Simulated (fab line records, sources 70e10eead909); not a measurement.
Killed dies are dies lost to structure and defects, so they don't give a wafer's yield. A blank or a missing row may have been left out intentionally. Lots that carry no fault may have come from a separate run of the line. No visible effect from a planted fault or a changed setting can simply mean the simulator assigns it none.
Which tool was responsible? -- flow nandHarc -- 33 wafers from 11 lots sampled at 6 of the route's 1159 steps

## WHAT THE GAUGES SHOWED, per wafer
NHARC_A_CHANNEL_HOLE_D1_INSPECT_40. Usual: rawDefectCount at 61, with a standard deviation of 16.
lot,measured,on,rawDefectCount,flag
L999,day 8 09:11,defectInspect-01,73 65 55,
L100,day 8 22:37,defectInspect-02,67 76 66,
L101,day 9 00:04,defectInspect-01,55 68 64,
L106,day 9 23:39,defectInspect-01,42 65 73,
L105,day 9 23:50,defectInspect-02,72 49 50,
L107,day 10 13:03,defectInspect-02,80 90 75,
L109,day 11 17:40,defectInspect-01,91 97 84,
L111,day 11 21:59,defectInspect-02,57 62 37,
L114,day 12 10:41,defectInspect-02,46 39 58,
L117,day 12 20:17,defectInspect-02,81 540 577,OFF
L120,day 13 19:18,defectInspect-01,60 68 529,OFF

NHARC_END_SORT_01. Usual: killedAtArray 29, standard deviation 11; killedAtOther 0.5, standard deviation 0.89; killedAtPeriphery 3.3, standard deviation 2; killedDies 32, standard deviation 11; killedOpen 3.1, standard deviation 1.9; killedShort 2.3, standard deviation 1.6.
lot,measured,on,killedAtArray,killedAtOther,killedAtPeriphery,killedDies,killedOpen,killedShort,flag
L117,day 23 11:34,prober-02,56 100 112,0 1 0,1 1 3,57 102 115,1 2 4,3 3 1,OFF
L120,day 24 03:07,prober-02,35 33 76,0 0 0,4 4 1,39 37 77,3 2 0,3 2 0,

## WHAT TOOL EACH LOT RAN ON (gives the tool, then ch and the chambers of the sampled wafers, and finally the start)
lot,NHARC_A_CHANNEL_HOLE_D1_ETCH_22,NHARC_A_CHANNEL_HOLE_D1_ETCH_25,NHARC_A_CHANNEL_HOLE_D1_ETCH_33,NHARC_A_CHANNEL_FILL_D1_ALD_15
L999,"harEtch-02 ch 0,1, day 8 04:26","harEtch-02 ch 0,1, day 8 06:32","harEtch-02 ch 0,1, day 8 07:29","aldSinBatch-01 ch 0, no start"
L100,"harEtch-01 ch 0,1, day 8 17:47","harEtch-01 ch 0,1, day 8 19:49","harEtch-01 ch 0,1, day 8 20:53","aldSinBatch-02 ch 0, no start"
L101,"harEtch-02 ch 0,1, day 8 19:18","harEtch-02 ch 0,1, day 8 21:24","harEtch-02 ch 0,1, day 8 22:22","aldSinBatch-02 ch 0, day 9 12:40"
L106,"harEtch-01 ch 0,1, day 9 18:47","harEtch-01 ch 0,1, day 9 20:49","harEtch-01 ch 0,1, day 9 21:55","aldSinBatch-02 ch 0, no start"
L105,"harEtch-02 ch 0,1, day 9 18:59","harEtch-02 ch 0,1, day 9 21:02","harEtch-02 ch 0,1, day 9 22:07","aldSinBatch-02 ch 0, no start"
L107,"harEtch-01 ch 0,1, day 10 08:07","harEtch-01 ch 0,1, day 10 10:09","harEtch-01 ch 0,1, day 10 11:14","aldSinBatch-01 ch 0, no start"
L109,"harEtch-01 ch 0,1, day 11 12:20","harEtch-01 ch 0,1, day 11 14:22","harEtch-01 ch 0,1, day 11 15:28","aldSinBatch-01 ch 0, no start"
L111,"harEtch-02 ch 0,1, day 11 17:08","harEtch-02 ch 0,1, day 11 19:20","harEtch-02 ch 0,1, day 11 20:03","aldSinBatch-01 ch 0, no start"
L114,"harEtch-02 ch 0,1, day 12 05:30","harEtch-02 ch 0,1, day 12 07:35","harEtch-02 ch 0,1, day 12 08:33","aldSinBatch-01 ch 0, no start"
L117,"harEtch-01 ch 0,1, day 12 15:27","harEtch-01 ch 0,1, day 12 17:29","harEtch-01 ch 0,1, day 12 18:33","aldSinBatch-02 ch 0, day 23 11:34 or earlier"
L120,"harEtch-01 ch 0,1, day 13 14:32","harEtch-01 ch 0,1, day 13 16:38","harEtch-01 ch 0,1, day 13 17:35","aldSinBatch-02 ch 0, day 24 03:07 or earlier"
- NHARC_A_CHANNEL_HOLE_D1_ETCH_22: etches the open film in C4F8/O2/Ar, time 666.7 s, target depth 1600 nm.
- NHARC_A_CHANNEL_HOLE_D1_ETCH_25: etches the open film in C4F8/O2/Ar, time 1040.2 s, target depth 1500 nm.
- NHARC_A_CHANNEL_HOLE_D1_ETCH_33: etches the open film in C4F8/O2/Ar, time 90 s, target depth 400 nm.
- NHARC_A_CHANNEL_FILL_D1_ALD_15: deposits SiNx, target thk 2 nm, pulse time 60 s, ald cycles 19.

## WHAT THE TOOLS THEMSELVES READ (means of the sampled wafers that have a number; where no wafer has one, the mark that the record gives instead)
NHARC_A_CHANNEL_HOLE_D1_ETCH_22. Usual: chamberPressureMTorr 20.000 mTorr, standard deviation 0.019; drypumpMotorCurrentA 6.05 A, standard deviation 0.27; showerheadPlenumPTorr 3.70 Torr, standard deviation 0.081; throttleValvePct 32.155 %, standard deviation 0.0077.
lot,tool,chamberPressureMTorr (mTorr),drypumpMotorCurrentA (A),showerheadPlenumPTorr (Torr),throttleValvePct (%),flag
L999,harEtch-02,19.993,5.82,3.66,32.150,
L100,harEtch-01,20.005,6.17,3.79,32.156,
L101,harEtch-02,20.005,5.83,3.65,32.163,
L106,harEtch-01,20.004,6.16,3.79,32.152,
L105,harEtch-02,20.011,5.88,3.63,32.156,
L107,harEtch-01,19.990,6.33,3.76,32.152,
L109,harEtch-01,20.022,6.18,3.78,32.157,
L111,harEtch-02,19.993,5.87,3.62,32.155,
L114,harEtch-02,19.995,5.88,3.61,32.155,
L117,harEtch-01,20.017,6.19,3.77,32.149,
L120,harEtch-01,19.994,6.32,3.74,32.151,

NHARC_A_CHANNEL_HOLE_D1_ETCH_25. Usual: chamberPressureMTorr 20.001 mTorr, standard deviation 0.018; drypumpMotorCurrentA 6.05 A, standard deviation 0.26; showerheadPlenumPTorr 3.69 Torr, standard deviation 0.081; throttleValvePct 32.235 %, standard deviation 0.0091.
lot,tool,chamberPressureMTorr (mTorr),drypumpMotorCurrentA (A),showerheadPlenumPTorr (Torr),throttleValvePct (%),flag
L999,harEtch-02,20.000,5.82,3.65,32.239,
L100,harEtch-01,19.985,6.15,3.79,32.239,
L101,harEtch-02,20.024,5.80,3.65,32.227,
L106,harEtch-01,20.007,6.15,3.78,32.241,
L105,harEtch-02,19.990,5.87,3.62,32.229,
L107,harEtch-01,20.016,6.33,3.75,32.241,
L109,harEtch-01,19.982,6.16,3.77,32.237,
L111,harEtch-02,19.990,5.87,3.61,32.226,
L114,harEtch-02,20.026,5.87,3.61,32.239,
L117,harEtch-01,20.009,6.18,3.76,32.223,
L120,harEtch-01,19.971,6.33,3.73,32.234,

NHARC_A_CHANNEL_HOLE_D1_ETCH_33. Usual: chamberPressureMTorr 24.999 mTorr, standard deviation 0.023; drypumpMotorCurrentA 6.05 A, standard deviation 0.27; showerheadPlenumPTorr 3.74 Torr, standard deviation 0.084; throttleValvePct 27.619 %, standard deviation 0.0087.
lot,tool,chamberPressureMTorr (mTorr),drypumpMotorCurrentA (A),showerheadPlenumPTorr (Torr),throttleValvePct (%),flag
L999,harEtch-02,25.007,5.83,3.70,27.621,
L100,harEtch-01,24.992,6.15,3.84,27.621,
L101,harEtch-02,25.002,5.83,3.69,27.621,
L106,harEtch-01,25.000,6.17,3.83,27.619,
L105,harEtch-02,24.998,5.86,3.66,27.621,
L107,harEtch-01,25.004,6.34,3.80,27.625,
L109,harEtch-01,24.995,6.18,3.82,27.616,
L111,harEtch-02,24.990,5.88,3.65,27.614,
L114,harEtch-02,25.011,5.88,3.65,27.627,
L117,harEtch-01,25.003,6.16,3.81,27.623,
L120,harEtch-01,24.986,6.32,3.78,27.616,

NHARC_A_CHANNEL_FILL_D1_ALD_15. Usual: precursorPulseHeightRel at 0.999, with a standard deviation of 0.02.
lot,tool,precursorPulseHeightRel,flag
L999,aldSinBatch-01,0.995,
L100,aldSinBatch-02,0.997,
L101,aldSinBatch-02,0.969,
L106,aldSinBatch-02,1.005,
L105,aldSinBatch-02,1.002,
L107,aldSinBatch-01,1.013,
L109,aldSinBatch-01,1.006,
L111,aldSinBatch-01,1.012,
L114,aldSinBatch-01,1.002,
L117,aldSinBatch-02,1.000,
L120,aldSinBatch-02,1.016,

## THE ANSWER, worked out from the rows above alone
Rule: a lot counts as off when the mean over its wafers that have a number is more than 3 standard deviations away from the usual mean. Also off: a lot with no number at a reading for which 4 or more lots have one. Where the step has rows for the other lots, those lots are counted as sound. The gauges are gone through in route order, then the tools' own readings, and for those a lot's mean is taken as printed above. At the first step where some lot is off, the reading lying furthest off is the one used; lots without a number count as furthest.
Off: L117, L120, at NHARC_A_CHANNEL_HOLE_D1_INSPECT_40 (rawDefectCount).
If a tool, at a process step before that reading, ran all the lots that are off and no sound lot after the first of them, it fits. Gauges at NHARC_A_CHANNEL_HOLE_D1_INSPECT_40: tried the same way as those tools. One fits: NHARC_A_CHANNEL_HOLE_D1_ETCH_22 and NHARC_A_CHANNEL_HOLE_D1_ETCH_25 and NHARC_A_CHANNEL_HOLE_D1_ETCH_33 on harEtch-01. At NHARC_A_CHANNEL_HOLE_D1_ETCH_22 its last sound lot is L109 (day 11 12:20), its first lot that is off L117 (day 12 15:27): a fault that began between those two fits.

## WHAT THE SIMULATOR HAD INSERTED
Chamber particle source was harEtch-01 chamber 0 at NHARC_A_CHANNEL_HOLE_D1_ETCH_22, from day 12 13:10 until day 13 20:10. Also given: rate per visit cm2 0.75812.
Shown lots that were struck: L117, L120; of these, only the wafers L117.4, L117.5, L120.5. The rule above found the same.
